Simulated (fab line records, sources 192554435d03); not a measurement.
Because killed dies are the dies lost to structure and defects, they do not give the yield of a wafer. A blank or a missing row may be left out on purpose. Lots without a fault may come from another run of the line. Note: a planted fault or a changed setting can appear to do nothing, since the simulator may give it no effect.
Split-lot trial + flow n5-finfet + 21 wafers read from 7 lots, route of 1938 steps

== THE SPLIT ITSELF ==
At N5_BEOL_M0_SAQP_HM_DEP_02 (deposits TiN, target thk 12 nm), the setting target-thk-a was moved away from the recipe's 120 angstrom on 9 of the 21 wafers read, by -12.7% to +6.0%. This setting was run at the recipe's value on the other wafers.

The split's own step is where the reading is taken.

== THE READING ==
TiN_of_BEOL_M0_SAQP_HM_DEP_02.thk-nm (the simulator's own value, which no gauge read), in nm, at N5_BEOL_M0_SAQP_HM_DEP_02 (deposits TiN, target thk 12 nm). The file gives no usual value for it. Across the 12 wafers here that went through the recipe, the average is 12.0 nm and the standard deviation 0.17 nm.

| wafer  | tool, chamber at the split | target-thk-a as run, angstrom | against the recipe | TiN_of_BEOL_M0_SAQP_HM_DEP_02.thk-nm, nm | against lot-mates on the recipe |
|--------|----------------------------|-------------------------------|--------------------|------------------------------------------|---------------------------------|
| L076.1 | pvd-sputter-02, -          | 120                           | recipe             | 12                                       | -                               |
| L076.3 | pvd-sputter-02, -          | 120                           | recipe             | 12                                       | -                               |
| L076.5 | pvd-sputter-02, -          | 120                           | recipe             | 11.8                                     | -                               |
| L085.3 | pvd-sputter-02, -          | 120                           | recipe             | 12.2                                     | -                               |
| L085.4 | pvd-sputter-02, -          | 120                           | recipe             | 12                                       | -                               |
| L085.6 | pvd-sputter-02, -          | 127.2                         | +6.0%              | 12.8                                     | +0.7                            |
| L086.1 | pvd-sputter-01, -          | 105.3                         | -12.3%             | 10.6                                     | no lot-mate on the recipe       |
| L086.2 | pvd-sputter-01, -          | 105.3                         | -12.3%             | 10.6                                     | no lot-mate on the recipe       |
| L086.3 | pvd-sputter-01, -          | 105.3                         | -12.3%             | 10.4                                     | no lot-mate on the recipe       |
| L090.3 | pvd-sputter-03, -          | 120                           | recipe             | 12                                       | -                               |
| L090.5 | pvd-sputter-03, -          | 120                           | recipe             | 12                                       | -                               |
| L090.4 | pvd-sputter-03, -          | 104.8                         | -12.7%             | 10.4                                     | -1.6                            |
| L092.2 | pvd-sputter-02, -          | 110.3                         | -8.1%              | 11                                       | -0.8                            |
| L092.3 | pvd-sputter-02, -          | 120                           | recipe             | 11.8                                     | -                               |
| L092.6 | pvd-sputter-02, -          | 110.3                         | -8.1%              | 10.8                                     | -1.0                            |
| L095.4 | pvd-sputter-01, -          | 120                           | recipe             | 12.2                                     | -                               |
| L095.5 | pvd-sputter-01, -          | 120                           | recipe             | 12.2                                     | -                               |
| L095.6 | pvd-sputter-01, -          | 120                           | recipe             | 12.4                                     | -                               |
| L097.1 | pvd-sputter-01, -          | 115.3                         | -3.9%              | 11.6                                     | -0.4                            |
| L097.4 | pvd-sputter-01, -          | 115.3                         | -3.9%              | 11.6                                     | -0.4                            |
| L097.5 | pvd-sputter-01, -          | 120                           | recipe             | 12                                       | -                               |

THE FIT
A straight line over all 21 wafers: TiN_of_BEOL_M0_SAQP_HM_DEP_02.thk-nm changes by +0.128 nm for each +1% of target-thk-a; r = +0.98; the points scatter about the line by 0.15 nm.
The same after taking each lot's own level away (the mean of its wafers on the recipe; 18 wafers): +0.118 nm for each +1%; r = +0.99; scatter 0.086 nm.
That fit puts the effect of the largest move of target-thk-a on the reading at 1.5 nm.
The lots' own levels span 11.80 to 12.27 nm, that is 2.8 times the standard deviation above.
The two slopes are in agreement: the lot-to-lot level therefore moves the slope only a little.
Check: -1.41 nm against its lot-mates is what the line predicts for one of the wafers moved furthest among these (-12.7%) when that wafer is left out of the fit. Against them it came out at -1.6 nm.

== FURTHER SPLITS ON THESE WAFERS ==
Before the reading, these wafers also passed through other splits. Each is held against what the fit with the lots' levels taken away leaves over:
| other split on the same wafers       | wafers away from the commonest value | r with TiN_of_BEOL_M0_SAQP_HM_DEP_02.thk-nm (lot level and that fit taken away) |
|--------------------------------------|--------------------------------------|---------------------------------------------------------------------------------|
| N5_SD_EPI_N_PEB_07 peb-time-s        | 6                                    | -0.04                                                                           |
| N5_SD_EPI_P_EPI_21 epi-growth-time-s | 6                                    | -0.40                                                                           |
| N5_HKMG_FIN_ETCH_54 source-w         | 8                                    | -0.02                                                                           |
| N5_HKMG_FIN_COAT_85 spin-rpm         | 10                                   | -0.12                                                                           |
| N5_GATE_CUT_COAT_27 spin-rpm         | 8                                    | +0.16                                                                           |

== FILE'S OWN FIT ==
TiN_of_BEOL_M0_SAQP_HM_DEP_02.thk-nm changes by +0.12 nm for each +1% of target-thk-a, r = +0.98.
